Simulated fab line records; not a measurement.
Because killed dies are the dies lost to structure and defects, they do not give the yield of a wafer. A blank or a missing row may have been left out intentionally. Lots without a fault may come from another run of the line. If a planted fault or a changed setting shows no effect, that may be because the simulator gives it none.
fab line records | flow n5_finfet | part 2 of 2: steps 24 to 29 of 29
[record] lots = 5 wafers = 15 last_day = 18
route steps=1938 shown BEOL_M0_SAQP@687 BEOL_M0_CUTY@701 BEOL_M0@715
lots with no fault: from the same line, run without faults
start_h: hours from the record's first day to the start of the lot's first wafer shown | wait_h: hours since the lot's step before | " repeats the value in the row above | L1.1+2: one row covering several wafers at once | - no value, or no start was given | * or withheld: withheld | < > ~ a bound
route shown NAME@n: NAME is a module with steps in the file, n the number in the route of the first one | usual: mean and standard deviation over wafers with no fault | same: alike in all rows | chamber/n: place in a boat | sites: readings site by site | _std_site: standard deviation across them | _edge_site: mean of outer sites minus mean of inner sites | radius_mm: how far each site lies from the wafer's centre | mask NAME#n: copy n | behind: the last tool/chamber to shape the wafer | hold: why the lot was held/for how many hours/how that ended | device: which transistor (n, p or np) failed to switch | end of line: the route-end tests of the same wafers | a step with no rows: only its recipe | killed: count of dies lost to structure and defects at first sort (not the wafer's yield) | map: shows each die of a wafer: x if killed, . if not, _ if none is there
set.NAME: the setting as run; set.NAME@STEP: as run at that earlier step | model.NAME: the simulator's own value behind a step, which no gauge read
lots seen at some steps along the route; tables by step, rows by wafer
services: a tool's chamber out of use, with start hour (start_h, from the record's first day; less than 0 if before it), hours out, and reason
[[steps]]
[step N5_BEOL_M0_CUTY_INSPECT_59]
[recipe] mode = adi inspect_instrument = macro
[usual] raw_defect_count = 2.0/1.2
// columns lot.wafer tool chamber start_h wait_h raw_defect_count
L074.1 defect_inspect-02 - 112.38 0.0 4
L074.4 " - " " 3
L074.6 " - " " 2
L082.2 defect_inspect-01 - 159.21 0.0 3
L082.5 " - " " 1
L082.6 " - " " 0
L087.1 defect_inspect-01 - 193.97 0.0 2
L087.2 " - " " 1
L087.4 " - " " 2
L095.3 defect_inspect-02 - 241.06 0.0 3
L095.4 " - " " 3
L095.6 " - " " 1
L096.2 defect_inspect-02 - 256.86 0.0 3
L096.3 " - " " 2
L096.4 " - " " 2
[step N5_BEOL_M0_CUTY_DESCUM_61]
[recipe] chemistry = O2 time_s = 7.9 source_power_w = 50 bias_power_w = 20 pressure_mtorr = 20 rf_frequency_hz = 2.712e+07 temp_c = 40 resist = CAR-ArF-block o2_flow_sccm = 225
[usual] drypump_motor_current_A = 5.6/0.3 oes_product_au = 0.81/0.096 rf_vpp_V = 243.1/1.2 showerhead_plenum_p_Torr = 2.09/0.066 throttle_valve_pct = 20.28/0.21
// columns lot.wafer tool chamber start_h wait_h drypump_motor_current_A oes_product_au rf_hours_counter_h rf_vpp_V showerhead_plenum_p_Torr throttle_valve_pct
L074.1 rie_diel-02 0 112.42 0.0 5.9 0.74 151 243.8 2.19 20.21
L074.4 " 0 " " 5.9 0.73 - 245.2 2.19 20.19
L074.6 " 3 " " 5.2 0.75 - 244.0 2.18 20.22
L082.2 rie_diel-06 2 159.24 0.0 5.7 0.95 9 242.2 2.04 20.16
L082.5 " 0 " " 5.3 0.84 - 245.2 2.23 20.35
L082.6 " 1 " " 5.6 0.74 - 243.2 2.08 20.29
L087.1 rie_diel-02 3 194.05 0.1 5.2 0.73 191 244.2 2.17 20.28
L087.2 " 2 " " 5.6 0.87 44 243.2 2.04 20.15
L087.4 " 1 " " 5.8 0.90 23 242.2 2.05 20.19
L095.3 rie_diel-06 1 241.25 0.2 5.6 0.72 191 243.0 2.08 20.34
L095.4 " 3 " " 6.1 0.67 249 242.5 1.98 20.55
L095.6 " 2 " " 5.7 0.88 - 242.4 2.03 20.19
L096.2 rie_diel-02 2 257.06 0.2 5.7 0.83 68 241.6 2.03 20.18
L096.3 " 0 " " 5.9 0.69 195 243.7 2.17 20.27
L096.4 " 1 " " 5.8 0.86 47 242.6 2.04 20.22
[step N5_BEOL_M0_CUTY_ETCH_62]
[recipe] chemistry = CF4 target = SiARC mask_material = CAR-ArF-block time_s = 58.5 ion_energy_ev = 80 pressure_mtorr = 40 source_w = 545 bias_w = 36 Ar_flow_sccm = 100 cf4_flow_sccm = 100 ends = cleared
[usual] drypump_motor_current_A = 5.6/0.3 etch_rf_on_time_s = 57.7/0.76 oes_product_au = 0.69/0.081 rf_vpp_V = 184.0/1.1 showerhead_plenum_p_Torr = 2.14/0.061 throttle_valve_pct = 15.45/0.22
// columns lot.wafer tool chamber start_h wait_h drypump_motor_current_A etch_rf_on_time_s oes_product_au rf_hours_counter_h rf_vpp_V showerhead_plenum_p_Torr throttle_valve_pct
L074.1 rie_diel-02 0 112.45 0.0 5.9 56.9 0.64 151 186.2 2.22 15.34
L074.4 " 0 " " 5.9 56.6 0.64 - 184.8 2.22 15.36
L074.6 " 3 " " 5.2 57.0 0.64 - 184.3 2.22 15.46
L082.2 rie_diel-06 2 159.28 0.0 5.7 57.5 0.81 9 181.9 2.10 15.35
L082.5 " 0 " " 5.3 57.9 0.72 - 185.7 2.26 15.42
L082.6 " 1 " " 5.6 59.0 0.63 - 185.1 2.13 15.52
L087.1 rie_diel-02 3 194.08 0.0 5.2 58.0 0.62 191 185.4 2.21 15.53
L087.2 " 2 " " 5.7 57.9 0.74 44 182.2 2.09 15.33
L087.4 " 1 " " 5.8 58.7 0.76 23 182.9 2.10 15.34
L095.3 rie_diel-06 1 241.29 0.0 5.6 58.3 0.62 191 182.6 2.12 15.57
L095.4 " 3 " " 6.2 58.2 0.58 249 183.6 2.03 15.77
L095.6 " 2 " " 5.7 57.0 0.76 - 182.7 2.09 15.41
L096.2 rie_diel-02 2 257.09 0.0 5.6 58.1 0.71 68 182.9 2.08 15.37
L096.3 " 0 " " 5.9 57.4 0.60 195 186.3 2.21 15.46
L096.4 " 1 " " 5.8 58.2 0.72 47 183.8 2.09 15.39
[step N5_BEOL_M0_CUTY_ETCH_63]
[recipe] chemistry = N2/H2 target = SOC target_depth_a = 827 overetch_a = 165 mask_material = SiARC temp_c = 40 ion_energy_ev = 200 time_s = 124 pressure_mtorr = 30 source_w = 840 bias_w = 150 n2_flow_sccm = 200 h2_flow_sccm = 200
[usual] drypump_motor_current_A = 5.6/0.31 oes_product_au = 0.66/0.074 rf_vpp_V = 523.8/2.4 showerhead_plenum_p_Torr = 2.54/0.078 throttle_valve_pct = 17.69/0.2
// columns lot.wafer tool chamber start_h wait_h drypump_motor_current_A oes_product_au rf_hours_counter_h rf_vpp_V showerhead_plenum_p_Torr throttle_valve_pct
L074.1 rie_diel-02 0 112.50 0.0 5.9 0.60 151 527.4 2.64 17.58
L074.4 " 0 " " 5.9 0.60 - 527.6 2.64 17.59
L074.6 " 3 " " 5.2 0.62 - 526.3 2.65 17.67
L082.2 rie_diel-06 2 159.32 0.0 5.7 0.76 9 523.1 2.49 17.56
L082.5 " 0 " " 5.3 0.69 - 527.1 2.70 17.71
L082.6 " 1 " " 5.6 0.61 - 522.7 2.53 17.62
L087.1 rie_diel-02 3 194.13 0.0 5.2 0.60 191 526.8 2.64 17.73
L087.2 " 2 " " 5.7 0.70 44 521.7 2.49 17.63
L087.4 " 1 " " 5.9 0.74 23 523.2 2.49 17.61
L095.3 rie_diel-06 1 241.33 0.0 5.6 0.59 191 524.0 2.52 17.65
L095.4 " 3 " " 6.2 0.55 250 519.8 2.40 18.11
L095.6 " 2 " " 5.7 0.71 - 520.1 2.48 17.60
L096.2 rie_diel-02 2 257.14 0.0 5.7 0.68 68 521.6 2.47 17.67
L096.3 " 0 " " 5.9 0.57 195 526.1 2.62 17.66
L096.4 " 1 " " 5.9 0.71 48 523.4 2.48 17.64
[step N5_BEOL_M0_CUTY_STRIP_64]
[recipe] chemistry = N2/H2 temp_c = 40 n2_flow_sccm = 200 h2_flow_sccm = 200 rf_frequency_hz = 6e+07
// columns lot.wafer tool chamber start_h wait_h
L074.1+4+6 rie_diel-02 0,0,3 112.61 0.1
L082.2+5+6 rie_diel-06 2,0,1 159.44 0.1
L087.1+2+4 rie_diel-02 3,2,1 194.24 0.1
L095.3+4+6 rie_diel-06 1,3,2 241.45 0.1
L096.2+3+4 rie_diel-02 2,0,1 257.25 0.1
[step N5_BEOL_M0_ETCH_138]
[recipe] chemistry = CH3F/O2 target_depth_a = 120 target = SiCN time_s = 31.6 ion_energy_ev = 120 pressure_mtorr = 30 source_w = 395 bias_w = 75 Ar_flow_sccm = 150 CH3F_flow_sccm = 30 O2_flow_sccm = 20 ends = cleared
[usual] drypump_motor_current_A = 5.6/0.3 etch_rf_on_time_s = 28.7/0.67 oes_product_au = 0.69/0.082 rf_vpp_V = 297.2/1.6 showerhead_plenum_p_Torr = 2.00/0.063 throttle_valve_pct = 16.17/0.22
// columns lot.wafer tool chamber start_h wait_h drypump_motor_current_A etch_rf_on_time_s oes_product_au rf_hours_counter_h rf_vpp_V showerhead_plenum_p_Torr throttle_valve_pct
L074.1 rie_diel-02 0 112.62 0.0 5.9 28.7 0.62 151 299.7 2.08 16.05
L074.4 " 0 " " 5.9 27.8 0.63 - 300.1 2.08 16.05
L074.6 " 3 " " 5.2 28.2 0.64 - 297.4 2.09 16.22
L082.2 rie_diel-06 2 159.45 0.0 5.7 28.9 0.80 9 295.6 1.96 16.06
L082.5 " 0 " " 5.3 29.0 0.72 - 299.7 2.13 16.20
L082.6 " 1 " " 5.6 30.3 0.63 - 297.2 1.99 16.22
L087.1 rie_diel-02 3 194.25 0.0 5.2 28.1 0.62 191 298.0 2.08 16.27
L087.2 " 2 " " 5.7 27.7 0.75 44 295.2 1.95 16.02
L087.4 " 1 " " 5.8 29.2 0.77 23 295.6 1.96 16.04
L095.3 rie_diel-06 1 241.46 0.0 5.6 29.0 0.62 191 296.8 1.98 16.25
L095.4 " 3 " " 6.2 29.1 0.58 250 295.2 1.88 16.45
L095.6 " 2 " " 5.7 29.3 0.75 - 294.8 1.95 16.13
L096.2 rie_diel-02 2 257.26 0.0 5.6 28.6 0.71 68 296.6 1.94 16.09
L096.3 " 0 " " 5.8 28.9 0.60 195 298.9 2.07 16.14
L096.4 " 1 " " 5.9 29.3 0.73 48 297.6 1.95 16.08
[[services]]
// columns tool chamber start_h hours kind
rie_diel-03 - 87.04 0.8 repair
ald_sin-03 1 89.88 3.2 repair
arfi_scanner-01 - 90.61 8.0 pm
rie_diel-04 3 95.97 9.2 repair
rie_diel-03 2 97.05 64.8 repair
arfi_scanner-03 - 99.76 1.3 pm
rie_diel-06 2 112.37 4.9 repair
arfi_scanner-01 - 113.50 3.9 pm
arfi_scanner-03 - 121.81 3.0 pm
arfi_scanner-01 - 124.34 1.0 pm
ald_sin-03 - 127.76 0.7 repair
ald_sin-02 0 138.60 3.0 repair
arfi_scanner-03 - 139.97 1.0 pm
rie_diel-05 - 140.08 0.4 repair
arfi_scanner-03 - 145.87 79.5 repair
rie_diel-06 1 164.44 9.9 repair
ald_sin-04 2 175.65 14.9 repair
rie_diel-06 1 183.55 8.8 repair
arfi_scanner-01 - 187.90 0.2 repair
arfi_scanner-01 - 197.31 1.3 pm
rie_diel-02 0 212.15 22.1 repair
rie_diel-06 3 215.95 2.9 repair
rie_diel-03 1 235.73 2.8 repair
rie_diel-03 - 252.66 2.8 pm
